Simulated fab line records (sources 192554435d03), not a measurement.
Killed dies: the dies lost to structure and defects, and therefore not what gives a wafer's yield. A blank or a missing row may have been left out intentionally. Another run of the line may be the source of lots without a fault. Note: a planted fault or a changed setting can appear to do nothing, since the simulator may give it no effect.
What tool caused it? | flow n5Finfet | 10 lots, 30 wafers sampled, at 5 steps of a route of 1938

== WHAT THE GAUGES SHOWED, per wafer ==
N5_BEOL_M2_THK_MEAS_53: measures by xrf. Usual: for M2_THK the level is 40.4 nm and the standard deviation is 1.4.
lot  | measured     | on           | M2_THK (nm)    | flag
L211 | day 7 04:37  | filmMetro-02 | 39.5 40.9 38.5 | 
L214 | day 7 20:22  | filmMetro-02 | 40.7 43.2 42.6 | 
L216 | day 8 08:40  | filmMetro-02 | 39.3 40.5 41.9 | 
L217 | day 9 03:37  | filmMetro-02 | 43.7 42.2 43.9 | 
L226 | day 11 21:39 | filmMetro-01 | 37.7 40.3 41.4 | 
L224 | day 12 01:50 | filmMetro-01 | 38.9 40.7 38.7 | 
L227 | day 12 06:35 | filmMetro-01 | 39.8 41.6 40.7 | 
L232 | day 12 15:03 | filmMetro-01 | 38.7 41.1 38.3 | 
L231 | day 12 21:43 | filmMetro-02 | 39.0 40.9 43.4 | 
L233 | day 13 10:59 | filmMetro-01 | 41.2 41.3 40.2 | 

N5_BEOL_M4_RC_MEAS_101. Usual: DIBL_N 36.3 mV/V, standard deviation 2; DIBL_P 36.3 mV/V, standard deviation 2.4; IOFF_N 0.16 nA/um, standard deviation 0.034; IOFF_P 0.21 nA/um, standard deviation 0.035; ION_N 672 uA/um, standard deviation 12; ION_P 459 uA/um, standard deviation 6.5; SS_N 71.6 mV/dec, standard deviation 0.67; SS_P 73.3 mV/dec, standard deviation 0.71; VT_N 250 mV, standard deviation 3.5; VT_P -251 mV, standard deviation 3.
lot  | measured     | on        | DIBL_N (mV/V)  | DIBL_P (mV/V)  | IOFF_N (nA/um) | IOFF_P (nA/um) | ION_N (uA/um) | ION_P (uA/um) | SS_N (mV/dec)  | SS_P (mV/dec)  | VT_N (mV)   | VT_P (mV)      | flag
L211 | day 8 03:04  | prober-01 | 35.5 35.7 34.9 | 35.7 35.9 34.7 | 0.15 0.15 0.13 | 0.20 0.21 0.19 | 662 661 655   | 458 459 450   | 71.6 71.4 71.9 | 73.3 72.8 72.6 | 250 254 251 | -251 -251 -251 | 
L214 | day 8 23:09  | prober-02 | 36.8 35.0 36.5 | 38.7 37.0 38.6 | 0.17 0.15 0.16 | 0.20 0.18 0.21 | 675 675 675   | 453 458 453   | 71.6 70.9 71.7 | 73.8 73.1 73.9 | 250 253 253 | -254 -255 -252 | 
L216 | day 9 08:29  | prober-01 | 34.8 36.4 36.4 | 35.7 37.8 36.9 | 0.14 0.16 0.17 | 0.19 0.22 0.21 | 674 675 680   | 460 467 458   | 71.6 71.6 70.6 | 72.7 73.9 73.1 | 251 249 247 | -250 -249 -251 | 
L217 | day 10 03:58 | prober-02 | 31.6 33.2 33.5 | 31.6 33.4 34.0 | 0.11 0.13 0.14 | 0.16 0.18 0.20 | 650 660 668   | 451 457 458   | 71.4 70.7 71.6 | 72.7 72.2 73.1 | 258 252 251 | -253 -251 -248 | 
L226 | day 13 14:58 | prober-02 | 36.1 36.9 36.7 | 37.3 37.7 38.0 | 0.15 0.16 0.16 | 0.22 0.22 0.22 | 661 669 684   | 462 469 474   | 71.3 70.7 72.0 | 73.1 72.8 73.5 | 249 249 249 | -248 -245 -248 | 
L224 | day 13 00:21 | prober-01 | 40.2 37.9 37.9 | 39.4 37.2 36.3 | 0.22 0.17 0.16 | 0.27 0.22 0.21 | 683 667 667   | 469 463 457   | 72.0 71.9 71.3 | 74.3 74.1 74.1 | 245 249 251 | -246 -249 -251 | 
L227 | day 13 05:17 | prober-02 | 39.6 39.0 37.7 | 39.7 39.1 38.0 | 0.21 0.19 0.17 | 0.25 0.24 0.22 | 684 676 674   | 467 463 470   | 72.5 72.7 72.5 | 73.8 73.7 73.3 | 244 249 251 | -249 -249 -251 | 
L232 | day 14 01:46 | prober-02 | 36.8 33.8 34.3 | 36.2 32.4 33.0 | 0.16 0.12 0.13 | 0.20 0.15 0.16 | 676 666 672   | 458 460 459   | 71.6 70.9 70.7 | 74.0 72.0 72.4 | 251 255 253 | -249 -256 -252 | 
L231 | day 14 05:52 | prober-01 | 37.9 37.1 40.2 | 38.8 37.0 40.1 | 0.20 0.18 0.24 | 0.25 0.22 0.28 | 699 679 693   | 473 463 469   | 72.3 71.9 72.8 | 74.4 73.8 74.6 | 245 246 243 | -248 -249 -250 | 
L233 | day 14 14:23 | prober-01 | 36.8 37.2 36.1 | 37.1 37.9 36.1 | 0.19 0.20 0.18 | 0.22 0.24 0.21 | 680 679 684   | 459 459 462   | 71.8 72.0 72.0 | 73.0 73.4 72.6 | 248 246 245 | -249 -248 -251 | 

== WHICH TOOL RAN EACH LOT (tool, then ch and the chambers of the sampled wafers, then the start) ==
lot  | N5_BEOL_M2_SPUTTER_90       | N5_BEOL_M2_ANNEAL_95        | N5_BEOL_M3_COAT_61
L211 | pvdSputter-01, day 7 03:07  | pvdSputter-01, day 7 03:38  | lithoTrack-05 ch 0, day 7 06:14
L214 | pvdSputter-01, day 7 18:55  | pvdSputter-01, day 7 19:26  | lithoTrack-03 ch 0, day 7 21:20
L216 | pvdSputter-02, day 8 06:58  | pvdSputter-02, day 8 07:29  | lithoTrack-02 ch 0, day 8 11:57
L217 | pvdSputter-02, day 9 02:11  | pvdSputter-02, day 9 02:42  | lithoTrack-02 ch 0, day 9 04:53
L226 | pvdSputter-03, day 11 20:12 | pvdSputter-03, day 11 20:43 | lithoTrack-02 ch 0, day 12 01:28
L224 | pvdSputter-01, day 12 00:23 | pvdSputter-01, day 12 00:54 | lithoTrack-02 ch 0, day 12 02:57
L227 | pvdSputter-02, day 12 05:08 | pvdSputter-02, day 12 05:40 | lithoTrack-05 ch 0, day 12 09:34
L232 | pvdSputter-03, day 12 13:36 | pvdSputter-03, day 12 14:07 | lithoTrack-05 ch 0, day 12 15:56
L231 | pvdSputter-02, day 12 20:11 | pvdSputter-02, day 12 20:46 | lithoTrack-03 ch 0, day 12 23:35
L233 | pvdSputter-03, day 13 09:32 | pvdSputter-03, day 13 10:04 | lithoTrack-05 ch 0, day 13 11:38
- N5_BEOL_M2_SPUTTER_90: material Cu, target thk 4.5 nm, time 8.29 s.
- N5_BEOL_M2_ANNEAL_95: time 240 s.
- N5_BEOL_M3_COAT_61: time 60 s, resist thk 60 nm.

== WHAT THE TOOLS THEMSELVES READ (means of the sampled wafers that have a number; where no wafer has one, the mark that the record gives instead) ==
N5_BEOL_M2_SPUTTER_90. Usual: chuckSensorTempC -16.0 C, standard deviation 0.46; throttleValvePct 30.3 %, standard deviation 1.
lot  | tool          | chuckSensorTempC (C) | throttleValvePct (%) | flag
L211 | pvdSputter-01 | -16.4                | 30.0                 | 
L214 | pvdSputter-01 | -16.2                | 30.2                 | 
L216 | pvdSputter-02 | -16.4                | 31.0                 | 
L217 | pvdSputter-02 | -16.3                | 29.9                 | 
L226 | pvdSputter-03 | -15.8                | 29.9                 | 
L224 | pvdSputter-01 | -16.3                | 30.6                 | 
L227 | pvdSputter-02 | -15.9                | 29.9                 | 
L232 | pvdSputter-03 | -15.9                | 29.7                 | 
L231 | pvdSputter-02 | -16.0                | 29.5                 | 
L233 | pvdSputter-03 | -15.6                | 30.5                 | 

N5_BEOL_M2_ANNEAL_95. Usual: 843 W for heaterPowerW, sd 79.
lot  | tool          | heaterPowerW (W) | flag
L211 | pvdSputter-01 | 907              | 
L214 | pvdSputter-01 | 915              | 
L216 | pvdSputter-02 | 855              | 
L217 | pvdSputter-02 | 849              | 
L226 | pvdSputter-03 | 763              | 
L224 | pvdSputter-01 | 951              | 
L227 | pvdSputter-02 | 877              | 
L232 | pvdSputter-03 | 803              | 
L231 | pvdSputter-02 | 857              | 
L233 | pvdSputter-03 | 793              | 

N5_BEOL_M3_COAT_61. Usual: heaterPowerTotalW 500.5 W, standard deviation 1.9; spinSpeedRpm 1499.8 rpm, standard deviation 0.9.
lot  | tool          | heaterPowerTotalW (W) | spinSpeedRpm (rpm) | flag
L211 | lithoTrack-05 | 501.4                 | 1499.4             | 
L214 | lithoTrack-03 | 501.0                 | 1500.5             | 
L216 | lithoTrack-02 | 501.2                 | 1499.0             | 
L217 | lithoTrack-02 | 500.3                 | 1499.0             | 
L226 | lithoTrack-02 | 501.5                 | 1593.0             | OFF
L224 | lithoTrack-02 | 500.9                 | 1592.6             | OFF
L227 | lithoTrack-05 | 500.0                 | 1500.7             | 
L232 | lithoTrack-05 | 498.5                 | 1499.8             | 
L231 | lithoTrack-03 | 498.6                 | 1499.5             | 
L233 | lithoTrack-05 | 500.7                 | 1499.5             | 

== THE ANSWER, worked out from the rows above alone ==
Rule: a lot is off if the mean of its wafers that have a number lies more than 3 standard deviations from the usual mean. Also off: a lot with no number at a reading for which 4 or more lots have one. Any other lot the step has rows for is counted as sound. After the gauges, taken in route order, come the tools' own readings; for these a lot's mean is taken, as printed above. The first step at which some lot is off is used, and at that step the reading that is off furthest; a lot without a number counts as furthest.
Off at N5_BEOL_M3_COAT_61 (spinSpeedRpm): L226, L224.
If a tool, at that step or one of the process steps before it, ran each lot that is off and ran no sound lot following the first of them, it fits. One fits: N5_BEOL_M3_COAT_61 on lithoTrack-02. Its last sound lot is L217 (day 9 04:53), its first lot that is off L226 (day 12 01:28): a fault that began between those two fits.
On the lots that are off, the tool's own readings at N5_BEOL_M3_COAT_61 differ by more than 5 times the standard deviation of the sound lots' means, which bears it out; spinSpeedRpm reads 1592.8 rpm there versus 1499.7 rpm on the sound lots.

== WHAT WAS PUT IN BY THE SIMULATOR ==
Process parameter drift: lithoTrack-02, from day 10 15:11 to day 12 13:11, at N5_BEOL_M3_COAT_61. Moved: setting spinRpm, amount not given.
Shown lots that were struck: L226, L224. The rule given above showed the same thing.
